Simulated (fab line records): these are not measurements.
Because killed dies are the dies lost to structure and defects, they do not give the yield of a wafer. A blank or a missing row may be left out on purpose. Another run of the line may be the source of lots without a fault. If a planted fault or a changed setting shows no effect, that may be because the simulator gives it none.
Which tool was responsible? + flow nand_harc + route of 1302 steps, sampled at 1 step: 7 lots, 21 wafers

WHAT THE GAUGES SHOWED, per wafer
NHARC_A_ONON_D1_THK_MEAS_05: measures by ellipsometry.
| lot  | measured     | on            | thk_nm (nm)    |
|------|--------------|---------------|----------------|
| L528 | day 8 03:41  | film_metro-01 | 1015 1013 1014 |
| L531 | day 11 21:12 | film_metro-01 | 995 995 995    |
| L535 | day 11 21:13 | film_metro-01 | 1007 1006 1008 |
| L541 | day 13 14:14 | film_metro-01 | 1004 1004 1004 |
| L545 | day 15 11:27 | film_metro-02 | 1014 1016 1014 |
| L549 | day 17 00:46 | film_metro-01 | 1010 1010 1011 |
| L550 | day 17 13:57 | film_metro-01 | 1000 999 998   |

TOOL THAT RAN EACH LOT (tool first, then ch and the chambers of the sampled wafers, then the start)
No process step before these readings appears in the record.

THE ANSWER, worked out from the rows above alone
Rule: the lots themselves supply what counts as usual. Put in order of their means at a reading, lots are off if they are a third of the lots or fewer, leave a main group of 4 or more, and stand apart from it by a gap of 3 or more times the standard deviation of the main group's means; of several such gaps the widest counts. Not used: any main group whose means are identical at the precision the tables above print for the reading. A lot without any number at a reading at which 4 lots or more have one is off too. Where the step has rows for the other lots, those lots are counted as sound.
None of the lots is off at any reading shown; this tells nothing.

WHAT WAS PUT IN BY THE SIMULATOR
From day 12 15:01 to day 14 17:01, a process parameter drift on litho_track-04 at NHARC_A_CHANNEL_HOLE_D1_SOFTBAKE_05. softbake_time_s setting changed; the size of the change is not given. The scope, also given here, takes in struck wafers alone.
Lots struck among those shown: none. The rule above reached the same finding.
